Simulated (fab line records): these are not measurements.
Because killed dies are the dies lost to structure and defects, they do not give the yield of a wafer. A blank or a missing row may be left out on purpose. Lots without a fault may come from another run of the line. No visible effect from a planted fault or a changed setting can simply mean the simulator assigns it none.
Chamber matching / flow n5_finfet / 3 sister chambers for N5_BEOL_M0_SAQP_PECVD_03 on pecvd-02
The step deposits SiCN from 3MS/NH3, target thk 12 nm, time 21.1 s. 3 wafers are shown with their chamber, then 7 later ones without.

## EACH WAFER AND ITS CHAMBER
wafer=L086.5; chamber=1; showerhead_plenum_p_Torr (Torr)=3.663
wafer=L088.4; chamber=2; showerhead_plenum_p_Torr (Torr)=3.686
wafer=L088.5; chamber=0; showerhead_plenum_p_Torr (Torr)=3.678

## WAFERS MISSING THEIR CHAMBER
wafer=L088.6; showerhead_plenum_p_Torr (Torr)=3.665
wafer=L089.2; showerhead_plenum_p_Torr (Torr)=3.682
wafer=L089.5; showerhead_plenum_p_Torr (Torr)=3.684
wafer=L089.6; showerhead_plenum_p_Torr (Torr)=3.680
wafer=L093.2; showerhead_plenum_p_Torr (Torr)=3.699
wafer=L093.3; showerhead_plenum_p_Torr (Torr)=3.657
wafer=L093.6; showerhead_plenum_p_Torr (Torr)=3.685

## EACH ONE'S CHAMBER
wafer=L088.6; from the rows above=can't be placed: 1 or 0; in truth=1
wafer=L089.2; from the rows above=can't be placed: 0 or 2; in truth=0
wafer=L089.5; from the rows above=can't be placed: 2 or 0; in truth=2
wafer=L089.6; from the rows above=can't be placed: 0 or 2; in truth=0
wafer=L093.2; from the rows above=can't be placed: 2 or 0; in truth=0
wafer=L093.3; from the rows above=1; in truth=1
wafer=L093.6; from the rows above=can't be placed: 2 or 0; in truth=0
Correctly placed: 1 of 7. Can't be placed from these rows: 6 (the true chamber is among the candidates in 6). Number placed wrongly: 0.
How it was worked out, from the rows above alone: a wafer's distance from a chamber is the root of the sum, over the readings, of the square of ((its reading less the chamber's mean) divided by the reading's scatter). If the next closest chamber is less than 2 further off than the closest, the wafer can't be placed; otherwise it belongs to the closest. A chamber's mean is the mean of its shown wafers. The scatter: with one shown wafer a chamber, the root of the mean of the squares of how far each hidden wafer lies from its nearest shown one.
